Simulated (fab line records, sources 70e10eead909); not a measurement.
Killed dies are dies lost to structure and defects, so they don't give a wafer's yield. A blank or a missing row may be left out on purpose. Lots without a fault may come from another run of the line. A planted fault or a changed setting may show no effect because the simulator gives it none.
Which tool did it? | flow nand_harc | 24 lots, 72 wafers sampled, at 6 steps of a route of 1302

WHAT THE GAUGES READ, wafer by wafer
The record holds no reading of a measuring or inspecting step that can be judged against a usual standard deviation.

WHICH TOOL RAN EACH LOT (tool, then ch and the chambers of the sampled wafers, then the start)
lot  | NHARC_A_STAIRCASE_TRIM_14                     | NHARC_A_STAIRCASE_ETCH_15                     | NHARC_A_STAIRCASE_ETCH_17                     | NHARC_A_STAIRCASE_DESCUM_186       | NHARC_A_STAIRCASE_ETCH_194     | NHARC_A_STAIRCASE_ETCH_230
L075 | rie_diel-06 ch 0,1,2, day 16 11:47 or earlier | rie_diel-06 ch 0,1, day 16 11:47 or earlier   | rie_diel-06 ch 0,3, day 16 11:47 or earlier   | rie_diel-02 ch 1,2, day 16 11:47   | rie_diel-02 ch 0,2,3, no start | rie_diel-03 ch 1,2,3, no start
L076 | rie_diel-06 ch 1,2,3, day 16 12:23 or earlier | rie_diel-06 ch 0,2,3, day 16 12:23 or earlier | rie_diel-06 ch 1,2, day 16 12:23 or earlier   | rie_diel-06 ch 0,3, day 16 12:23   | rie_diel-06 ch 0,3, no start   | rie_diel-06 ch 0,3, no start
L074 | rie_diel-03 ch 0,1,2, day 16 15:12 or earlier | rie_diel-03 ch 1,2, day 16 15:12 or earlier   | rie_diel-03 ch 1,3, day 16 15:12 or earlier   | rie_diel-02 ch 0,1,2, day 16 15:12 | rie_diel-02 ch 0,1,2, no start | rie_diel-02 ch 0,1,2, no start
L078 | rie_diel-03 ch 0,2,3, day 17 16:01 or earlier | rie_diel-03 ch 0,2,3, day 17 16:01 or earlier | rie_diel-03 ch 0,1, day 17 16:01 or earlier   | rie_diel-03 ch 0,2,3, day 17 16:01 | rie_diel-03 ch 1,3, no start   | rie_diel-03 ch 1,2,3, no start
L077 | rie_diel-03 ch 0,1, day 17 16:11 or earlier   | rie_diel-03 ch 0,3, day 17 16:11 or earlier   | rie_diel-03 ch 1,3, day 17 16:11 or earlier   | rie_diel-03 ch 1,2, day 17 16:11   | rie_diel-03 ch 1,2,3, no start | rie_diel-06 ch 1,2, no start
L079 | rie_diel-06 ch 1,2,3, day 17 15:51 or earlier | rie_diel-06 ch 0,2,3, day 17 15:51 or earlier | rie_diel-06 ch 1,2,3, day 17 15:51 or earlier | rie_diel-06 ch 1,2,3, day 17 15:51 | rie_diel-06 ch 0,1,2, no start | rie_diel-02 ch 0,2,3, no start
L080 | rie_diel-06 ch 0,1, day 18 05:14 or earlier   | rie_diel-06 ch 0,1, day 18 05:14 or earlier   | rie_diel-06 ch 0,1,2, day 18 05:14 or earlier | rie_diel-06 ch 1,2,3, day 18 05:14 | rie_diel-06 ch 0,3, no start   | rie_diel-02 ch 0,2, no start
L081 | rie_diel-03 ch 1,2,3, day 18 09:21 or earlier | rie_diel-03 ch 0,2, day 18 09:21 or earlier   | rie_diel-03 ch 0,1,3, day 18 09:21 or earlier | rie_diel-02 ch 0,2, day 18 09:21   | rie_diel-02 ch 1,2, no start   | rie_diel-06 ch 1,3, no start
L082 | rie_diel-06 ch 0,3, day 18 10:58 or earlier   | rie_diel-06 ch 0,3, day 18 10:58 or earlier   | rie_diel-06 ch 0,1,2, day 18 10:58 or earlier | rie_diel-03 ch 0,2,3, day 18 10:58 | rie_diel-03 ch 0,2,3, no start | rie_diel-03 ch 1,2, no start
L084 | rie_diel-06 ch 1,2,3, day 20 02:25 or earlier | rie_diel-06 ch 1,3, day 20 02:25 or earlier   | rie_diel-06 ch 0,2, day 20 02:25 or earlier   | rie_diel-03 ch 1,2, day 20 02:25   | rie_diel-06 ch 0,3, no start   | rie_diel-02 ch 0,1,3, no start
L083 | rie_diel-02 ch 0,2, day 20 02:46 or earlier   | rie_diel-02 ch 2,3, day 20 02:46 or earlier   | rie_diel-02 ch 1,2,3, day 20 02:46 or earlier | rie_diel-02 ch 0,1,3, day 20 02:46 | rie_diel-02 ch 0,1, no start   | rie_diel-06 ch 0,1,3, no start
L086 | rie_diel-03 ch 0,2,3, day 20 16:10 or earlier | rie_diel-03 ch 0,2,3, day 20 16:10 or earlier | rie_diel-03 ch 0,1,2, day 20 16:10 or earlier | rie_diel-06 ch 1,2,3, day 20 16:10 | rie_diel-06 ch 0,2,3, no start | rie_diel-02 ch 0,1,3, no start
L085 | rie_diel-06 ch 0,1,2, day 20 18:10 or earlier | rie_diel-06 ch 1,2,3, day 20 18:10 or earlier | rie_diel-06 ch 0,2,3, day 20 18:10 or earlier | rie_diel-03 ch 0,1,3, day 20 18:10 | rie_diel-03 ch 0,2,3, no start | rie_diel-06 ch 0,1,3, no start
L087 | rie_diel-06 ch 0,2,3, day 21 18:26 or earlier | rie_diel-06 ch 0,2,3, day 21 18:26 or earlier | rie_diel-06 ch 0,1,2, day 21 18:26 or earlier | rie_diel-02 ch 0,1,3, day 21 18:26 | rie_diel-02 ch 1,2,3, no start | rie_diel-03 ch 1,3, no start
L088 | rie_diel-02 ch 0,2,3, day 22 05:49 or earlier | rie_diel-02 ch 0,2, day 22 05:49 or earlier   | rie_diel-02 ch 0,1,2, day 22 05:49 or earlier | rie_diel-02 ch 0,1,2, day 22 05:49 | rie_diel-02 ch 0,1,2, no start | rie_diel-06 ch 0,2,3, no start
L089 | rie_diel-03 ch 1,2,3, day 22 06:08 or earlier | rie_diel-03 ch 0,3, day 22 06:08 or earlier   | rie_diel-03 ch 0,1, day 22 06:08 or earlier   | rie_diel-06 ch 0,1,3, day 22 06:08 | rie_diel-06 ch 1,2,3, no start | rie_diel-02 ch 0,2,3, no start
L090 | rie_diel-06 ch 0,1,3, day 23 05:37 or earlier | rie_diel-06 ch 0,2, day 23 05:37 or earlier   | rie_diel-06 ch 0,1,3, day 23 05:37 or earlier | rie_diel-06 ch 0,1,3, day 23 05:37 | rie_diel-06 ch 0,3, no start   | rie_diel-03 ch 2,3, no start
L092 | rie_diel-06 ch 0,1, day 23 10:14 or earlier   | rie_diel-06 ch 1,2,3, day 23 10:14 or earlier | rie_diel-06 ch 0,1,3, day 23 10:14 or earlier | rie_diel-03 ch 0,1,2, day 23 10:14 | rie_diel-03 ch 2,3, no start   | rie_diel-03 ch 0,3, no start
L091 | rie_diel-03 ch 0,1,2, day 23 11:28 or earlier | rie_diel-03 ch 1,2,3, day 23 11:28 or earlier | rie_diel-03 ch 0,2,3, day 23 11:28 or earlier | rie_diel-06 ch 1,2,3, day 23 11:28 | rie_diel-06 ch 0,1,3, no start | rie_diel-06 ch 0,1,2, no start
L093 | rie_diel-02 ch 0,1,3, day 23 17:16 or earlier | rie_diel-02 ch 0,3, day 23 17:16 or earlier   | rie_diel-02 ch 1,3, day 23 17:16 or earlier   | rie_diel-02 ch 1,2,3, day 23 17:16 | rie_diel-02 ch 0,1,2, no start | rie_diel-03 ch 0,1, no start
L094 | rie_diel-02 ch 0,2,3, day 24 14:46 or earlier | rie_diel-02 ch 0,1,3, day 24 14:46 or earlier | rie_diel-02 ch 0,1,3, day 24 14:46 or earlier | rie_diel-03 ch 1,2,3, day 24 14:46 | rie_diel-03 ch 0,1,3, no start | rie_diel-03 ch 0,1,2, no start
L096 | rie_diel-06 ch 0,2,3, day 24 21:01 or earlier | rie_diel-06 ch 1,2,3, day 24 21:01 or earlier | rie_diel-06 ch 0,2,3, day 24 21:01 or earlier | rie_diel-06 ch 1,2,3, day 24 21:01 | rie_diel-06 ch 0,1,3, no start | rie_diel-03 ch 0,1,2, no start
L095 | rie_diel-06 ch 0,1,2, day 25 04:40 or earlier | rie_diel-06 ch 0,1,2, day 25 04:40 or earlier | rie_diel-06 ch 0,1, day 25 04:40 or earlier   | rie_diel-06 ch 1,2, day 25 04:40   | rie_diel-06 ch 0,1,3, no start | rie_diel-06 ch 0,2,3, no start
L097 | rie_diel-06 ch 2,3, day 25 10:02 or earlier   | rie_diel-06 ch 0,3, day 25 10:02 or earlier   | rie_diel-06 ch 1,2,3, day 25 10:02 or earlier | rie_diel-02 ch 1,2, day 25 10:02   | rie_diel-02 ch 1,2,3, no start | rie_diel-06 ch 0,1,2, no start
- NHARC_A_STAIRCASE_TRIM_14: chemistry O2, time 211.2 s.
- NHARC_A_STAIRCASE_ETCH_15: etches the open film in C4F8/O2, target depth 100 nm, time 40.5 s.
- NHARC_A_STAIRCASE_ETCH_17: etches the open film in C4F8/O2, target depth 100 nm, time 40.5 s.
- NHARC_A_STAIRCASE_DESCUM_186: chemistry O2, time 3 s.
- NHARC_A_STAIRCASE_ETCH_194: etches the open film in C4F8/O2, target depth 100 nm, time 40.5 s.
- NHARC_A_STAIRCASE_ETCH_230: etches the open film in C4F8/O2, target depth 100 nm, time 40.5 s.

WHAT THE TOOLS THEMSELVES READ (means of the sampled wafers that have a number; where no wafer has one, the mark that the record gives instead)
NHARC_A_STAIRCASE_TRIM_14. Usual: drypump_motor_current_A 5.5 A, standard deviation 0.31; oes_product_au 0.994 a.u., standard deviation 0.014; rf_vpp_V 57.9 V, standard deviation 0.94; showerhead_plenum_p_Torr 3.56 Torr, standard deviation 0.16; throttle_valve_pct 17.036 %, standard deviation 0.009.
lot  | tool        | drypump_motor_current_A (A) | oes_product_au (a.u.) | rf_vpp_V (V) | showerhead_plenum_p_Torr (Torr) | throttle_valve_pct (%) | flag
L075 | rie_diel-06 | 5.2                         | 0.990                 | 58.0         | 3.56                            | 17.034                 |
L076 | rie_diel-06 | 5.5                         | 0.984                 | 57.2         | 3.50                            | 17.036                 |
L074 | rie_diel-03 | 5.5                         | 1.001                 | 58.4         | 3.55                            | 17.034                 |
L078 | rie_diel-03 | 5.4                         | 1.003                 | 57.5         | 3.45                            | 17.033                 |
L077 | rie_diel-03 | 5.4                         | 0.998                 | 58.5         | 3.45                            | 17.030                 |
L079 | rie_diel-06 | 5.5                         | 0.981                 | 57.0         | 3.49                            | 17.027                 |
L080 | rie_diel-06 | 5.2                         | 0.980                 | 58.2         | 3.58                            | 17.036                 |
L081 | rie_diel-03 | 5.6                         | 1.016                 | 57.7         | 3.61                            | 17.037                 |
L082 | rie_diel-06 | 5.6                         | 0.991                 | 58.7         | 3.64                            | 17.042                 |
L084 | rie_diel-06 | 5.6                         | 0.973                 | 57.3         | 3.48                            | 17.036                 |
L083 | rie_diel-02 | 5.8                         | 0.999                 | 58.5         | 3.41                            | 17.041                 |
L086 | rie_diel-03 | 5.4                         | 0.995                 | 57.7         | 3.62                            | 17.039                 |
L085 | rie_diel-06 | 5.2                         | 0.982                 | 58.0         | 3.54                            | 17.041                 |
L087 | rie_diel-06 | 5.5                         | 0.981                 | 57.8         | 3.57                            | 17.035                 |
L088 | rie_diel-02 | 5.6                         | 1.011                 | 58.1         | 3.48                            | 17.043                 |
L089 | rie_diel-03 | 5.6                         | 1.000                 | 58.7         | 3.60                            | 17.035                 |
L090 | rie_diel-06 | 5.4                         | 0.993                 | 58.5         | 3.59                            | 17.035                 |
L092 | rie_diel-06 | 5.2                         | 0.988                 | 57.4         | 3.56                            | 17.032                 |
L091 | rie_diel-03 | 5.5                         | 0.982                 | 58.8         | 3.70                            | 17.038                 |
L093 | rie_diel-02 | 5.5                         | 0.999                 | 58.3         | 3.53                            | 17.047                 |
L094 | rie_diel-02 | 5.7                         | 1.007                 | 57.5         | 3.47                            | 17.039                 |
L096 | rie_diel-06 | 5.5                         | 0.989                 | 57.8         | 3.56                            | 17.042                 |
L095 | rie_diel-06 | 5.2                         | 1.003                 | 57.7         | 3.52                            | 17.034                 |
L097 | rie_diel-06 | 5.8                         | 0.996                 | 57.4         | 3.49                            | 17.034                 |

NHARC_A_STAIRCASE_ETCH_15. Usual: oes_product_au 0.939 a.u., standard deviation 0.015; rf_vpp_V 897 V, standard deviation 5.6.
lot  | tool        | oes_product_au (a.u.) | rf_vpp_V (V) | flag
L075 | rie_diel-06 | 0.940                 | 902          |
L076 | rie_diel-06 | 0.929                 | 899          |
L074 | rie_diel-03 | 0.950                 | 901          |
L078 | rie_diel-03 | 0.944                 | 894          |
L077 | rie_diel-03 | 0.942                 | 892          |
L079 | rie_diel-06 | 0.943                 | 898          |
L080 | rie_diel-06 | 0.943                 | 902          |
L081 | rie_diel-03 | 0.936                 | 891          |
L082 | rie_diel-06 | 0.927                 | 899          |
L084 | rie_diel-06 | 0.928                 | 896          |
L083 | rie_diel-02 | 0.967                 | 898          |
L086 | rie_diel-03 | 0.941                 | 900          |
L085 | rie_diel-06 | 0.931                 | 894          |
L087 | rie_diel-06 | 0.938                 | 898          |
L088 | rie_diel-02 | 0.949                 | 895          |
L089 | rie_diel-03 | 0.914                 | 902          |
L090 | rie_diel-06 | 0.945                 | 895          |
L092 | rie_diel-06 | 0.947                 | 894          |
L091 | rie_diel-03 | 0.947                 | 897          |
L093 | rie_diel-02 | 0.950                 | 890          |
L094 | rie_diel-02 | 0.937                 | 896          |
L096 | rie_diel-06 | 0.947                 | 893          |
L095 | rie_diel-06 | 0.948                 | 896          |
L097 | rie_diel-06 | 0.924                 | 900          |

NHARC_A_STAIRCASE_ETCH_17. Usual: oes_product_au 0.939 a.u., standard deviation 0.014; rf_vpp_V 897 V, standard deviation 5.6.
lot  | tool        | oes_product_au (a.u.) | rf_vpp_V (V) | flag
L075 | rie_diel-06 | 0.936                 | 900          |
L076 | rie_diel-06 | 0.929                 | 892          |
L074 | rie_diel-03 | 0.941                 | 902          |
L078 | rie_diel-03 | 0.941                 | 898          |
L077 | rie_diel-03 | 0.942                 | 902          |
L079 | rie_diel-06 | 0.925                 | 894          |
L080 | rie_diel-06 | 0.940                 | 897          |
L081 | rie_diel-03 | 0.942                 | 895          |
L082 | rie_diel-06 | 0.923                 | 896          |
L084 | rie_diel-06 | 0.937                 | 900          |
L083 | rie_diel-02 | 0.955                 | 902          |
L086 | rie_diel-03 | 0.939                 | 902          |
L085 | rie_diel-06 | 0.934                 | 897          |
L087 | rie_diel-06 | 0.937                 | 897          |
L088 | rie_diel-02 | 0.946                 | 898          |
L089 | rie_diel-03 | 0.921                 | 905          |
L090 | rie_diel-06 | 0.939                 | 899          |
L092 | rie_diel-06 | 0.928                 | 898          |
L091 | rie_diel-03 | 0.934                 | 898          |
L093 | rie_diel-02 | 0.942                 | 899          |
L094 | rie_diel-02 | 0.938                 | 896          |
L096 | rie_diel-06 | 0.932                 | 896          |
L095 | rie_diel-06 | 0.943                 | 900          |
L097 | rie_diel-06 | 0.943                 | 894          |

NHARC_A_STAIRCASE_DESCUM_186. Usual: drypump_motor_current_A 5.5 A, standard deviation 0.31; oes_product_au 0.998 a.u., standard deviation 0.012; rf_vpp_V 57.8 V, standard deviation 0.9; showerhead_plenum_p_Torr 1.94 Torr, standard deviation 0.094; throttle_valve_pct 11.313 %, standard deviation 0.0094.
lot  | tool        | drypump_motor_current_A (A) | oes_product_au (a.u.) | rf_vpp_V (V) | showerhead_plenum_p_Torr (Torr) | throttle_valve_pct (%) | flag
L075 | rie_diel-02 | 5.8                         | 0.999                 | 57.6         | 1.92                            | 11.310                 |
L076 | rie_diel-06 | 5.3                         | 0.995                 | 58.7         | 2.02                            | 11.311                 |
L074 | rie_diel-02 | 5.8                         | 0.994                 | 57.2         | 1.85                            | 11.313                 |
L078 | rie_diel-03 | 5.4                         | 1.001                 | 57.3         | 1.87                            | 11.312                 |
L077 | rie_diel-03 | 5.7                         | 1.008                 | 58.2         | 2.02                            | 11.316                 |
L079 | rie_diel-06 | 5.5                         | 0.989                 | 58.2         | 1.89                            | 11.308                 |
L080 | rie_diel-06 | 5.5                         | 0.991                 | 57.3         | 1.89                            | 11.315                 |
L081 | rie_diel-02 | 5.9                         | 1.017                 | 57.6         | 1.91                            | 11.313                 |
L082 | rie_diel-03 | 5.4                         | 1.012                 | 58.2         | 1.87                            | 11.315                 |
L084 | rie_diel-03 | 5.7                         | 1.004                 | 58.2         | 2.01                            | 11.321                 |
L083 | rie_diel-02 | 5.6                         | 1.002                 | 57.5         | 1.92                            | 11.314                 |
L086 | rie_diel-06 | 5.5                         | 0.986                 | 57.9         | 1.88                            | 11.307                 |
L085 | rie_diel-03 | 5.6                         | 0.995                 | 57.1         | 2.00                            | 11.309                 |
L087 | rie_diel-02 | 5.5                         | 1.004                 | 57.8         | 1.92                            | 11.303                 |
L088 | rie_diel-02 | 5.8                         | 1.001                 | 57.6         | 1.93                            | 11.312                 |
L089 | rie_diel-06 | 5.4                         | 0.984                 | 57.5         | 1.95                            | 11.306                 |
L090 | rie_diel-06 | 5.4                         | 0.985                 | 58.1         | 1.95                            | 11.316                 |
L092 | rie_diel-03 | 5.5                         | 0.995                 | 58.3         | 2.01                            | 11.313                 |
L091 | rie_diel-06 | 5.5                         | 0.994                 | 57.2         | 1.88                            | 11.313                 |
L093 | rie_diel-02 | 5.6                         | 1.003                 | 58.0         | 1.98                            | 11.314                 |
L094 | rie_diel-03 | 5.6                         | 1.002                 | 58.5         | 1.95                            | 11.305                 |
L096 | rie_diel-06 | 5.5                         | 1.000                 | 58.0         | 1.88                            | 11.326                 |
L095 | rie_diel-06 | 5.3                         | 1.003                 | 57.7         | 1.84                            | 11.322                 |
L097 | rie_diel-02 | 5.8                         | 1.017                 | 57.8         | 2.00                            | 11.313                 |

NHARC_A_STAIRCASE_ETCH_194. Usual: oes_product_au 0.940 a.u., standard deviation 0.014; rf_vpp_V 897 V, standard deviation 5.8.
lot  | tool        | oes_product_au (a.u.) | rf_vpp_V (V) | flag
L075 | rie_diel-02 | 0.930                 | 895          |
L076 | rie_diel-06 | 0.934                 | 903          |
L074 | rie_diel-02 | 0.938                 | 892          |
L078 | rie_diel-03 | 0.940                 | 899          |
L077 | rie_diel-03 | 0.956                 | 898          |
L079 | rie_diel-06 | 0.927                 | 897          |
L080 | rie_diel-06 | 0.926                 | 903          |
L081 | rie_diel-02 | 0.950                 | 905          |
L082 | rie_diel-03 | 0.950                 | 893          |
L084 | rie_diel-06 | 0.942                 | 900          |
L083 | rie_diel-02 | 0.938                 | 894          |
L086 | rie_diel-06 | 0.945                 | 898          |
L085 | rie_diel-03 | 0.932                 | 900          |
L087 | rie_diel-02 | 0.957                 | 901          |
L088 | rie_diel-02 | 0.944                 | 898          |
L089 | rie_diel-06 | 0.942                 | 894          |
L090 | rie_diel-06 | 0.935                 | 902          |
L092 | rie_diel-03 | 0.945                 | 896          |
L091 | rie_diel-06 | 0.936                 | 898          |
L093 | rie_diel-02 | 0.956                 | 896          |
L094 | rie_diel-03 | 0.930                 | 900          |
L096 | rie_diel-06 | 0.928                 | 898          |
L095 | rie_diel-06 | 0.944                 | 898          |
L097 | rie_diel-02 | 0.944                 | 900          |

NHARC_A_STAIRCASE_ETCH_230. Usual: oes_product_au 0.950 a.u., standard deviation 0.017; rf_vpp_V 897 V, standard deviation 5.8.
lot  | tool        | oes_product_au (a.u.) | rf_vpp_V (V) | flag
L075 | rie_diel-03 | 0.941                 | 899          |
L076 | rie_diel-06 | 0.968                 | 899          |
L074 | rie_diel-02 | 0.938                 | 891          |
L078 | rie_diel-03 | 0.962                 | 898          |
L077 | rie_diel-06 | 0.942                 | 892          |
L079 | rie_diel-02 | 0.951                 | 895          |
L080 | rie_diel-02 | 0.966                 | 892          |
L081 | rie_diel-06 | 0.939                 | 896          |
L082 | rie_diel-03 | 0.973                 | 903          |
L084 | rie_diel-02 | 0.940                 | 897          |
L083 | rie_diel-06 | 0.931                 | 899          |
L086 | rie_diel-02 | 0.942                 | 896          |
L085 | rie_diel-06 | 0.937                 | 898          |
L087 | rie_diel-03 | 0.976                 | 897          |
L088 | rie_diel-06 | 0.955                 | 897          |
L089 | rie_diel-02 | 0.944                 | 894          |
L090 | rie_diel-03 | 0.972                 | 894          |
L092 | rie_diel-03 | 0.930                 | 898          |
L091 | rie_diel-06 | 0.960                 | 896          |
L093 | rie_diel-03 | 0.934                 | 905          |
L094 | rie_diel-03 | 0.954                 | 902          |
L096 | rie_diel-03 | 0.939                 | 902          |
L095 | rie_diel-06 | 0.936                 | 896          |
L097 | rie_diel-06 | 0.950                 | 896          |

THE ANSWER, worked out from the rows above alone
Rule: a lot is off if the mean of its wafers that have a number lies more than 3 standard deviations from the usual mean. A lot without any number at a reading at which 4 lots or more have one is off too. The other lots that the step has rows for count as sound. The gauges are gone through in route order, then the tools' own readings, and for those a lot's mean is taken as printed above. The first step at which some lot is off is used, and at that step the reading that is off furthest; a lot without a number counts as furthest.
No lot is off at any reading shown: from this, nothing can be told.

WHAT THE SIMULATOR HAD PUT IN
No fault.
